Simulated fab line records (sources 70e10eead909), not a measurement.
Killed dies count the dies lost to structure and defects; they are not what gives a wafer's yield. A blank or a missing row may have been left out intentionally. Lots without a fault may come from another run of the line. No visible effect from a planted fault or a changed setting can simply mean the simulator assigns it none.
Which tool is to blame? + flow nand harc + 11 lots with 33 wafers sampled at 2 steps, on a route of 1159 steps

## WHAT THE GAUGES READ, wafer by wafer
NHARC_P_GATE_INSPECT_28.
| lot  | measured     | on                | raw defect count |
|------|--------------|-------------------|------------------|
| L774 | day 5 02:04  | defect inspect-01 | 14 6 3           |
| L775 | day 5 01:55  | defect inspect-01 | 7 7 6            |
| L776 | day 5 15:50  | defect inspect-01 | 9 5 6            |
| L779 | day 6 09:56  | defect inspect-01 | 5 6 9            |
| L781 | day 6 22:41  | defect inspect-01 | 1454 1445 1452   |
| L783 | day 7 12:14  | defect inspect-01 | 8 5 10           |
| L784 | day 7 21:59  | defect inspect-01 | 1451 1415 1432   |
| L792 | day 9 05:10  | defect inspect-01 | 10 7 5           |
| L794 | day 10 01:42 | defect inspect-02 | 10 5 11          |
| L796 | day 10 01:50 | defect inspect-02 | 1 0 1            |
| L795 | day 10 02:10 | defect inspect-01 | 5 7 10           |

## WHAT TOOL EACH LOT RAN ON (gives the tool, then ch and the chambers of the sampled wafers, and finally the start)
| lot  | NHARC_P_GATE_HM_DEP_102       |
|------|-------------------------------|
| L774 | acl dep-03 ch 0, day 5 00:35  |
| L775 | acl dep-01 ch 0, day 5 00:41  |
| L776 | acl dep-02 ch 0, day 5 14:29  |
| L779 | acl dep-03 ch 0, day 6 08:28  |
| L781 | acl dep-03 ch 0, day 6 21:17  |
| L783 | acl dep-01 ch 0, day 7 10:46  |
| L784 | acl dep-03 ch 0, day 7 20:45  |
| L792 | acl dep-01 ch 0, day 9 03:42  |
| L794 | acl dep-03 ch 0, day 10 00:11 |
| L796 | acl dep-01 ch 0, day 10 00:28 |
| L795 | acl dep-03 ch 0, day 10 00:56 |
- NHARC_P_GATE_HM_DEP_102: deposits aC, target thk 120 nm.

## THE ANSWER, worked out from the rows above alone
Rule: what is usual is taken from the lots themselves. The widest of any qualifying gaps counts: lots, ordered by their means at a reading, are off when they make up no more than a third of the lots, leave a main group of 4 or more, and stand apart from it by 3 or more times the standard deviation of that group's means. A main group is skipped when, at the precision printed for the reading in the tables above, its means are all equal. Also off: a lot with no number at a reading for which 4 or more lots have one. The other lots that the step has rows for count as sound.
Off: L781, L784, at NHARC_P_GATE_INSPECT_28 (raw defect count). Main group: mean 7, sd 2.2.
If a tool, at a process step before that reading, ran all the lots that are off and no sound lot after the first of them, it fits. Gauges at NHARC_P_GATE_INSPECT_28: tried the same way as those tools. No candidate that was tried fits.

## WHAT THE SIMULATOR PUT IN
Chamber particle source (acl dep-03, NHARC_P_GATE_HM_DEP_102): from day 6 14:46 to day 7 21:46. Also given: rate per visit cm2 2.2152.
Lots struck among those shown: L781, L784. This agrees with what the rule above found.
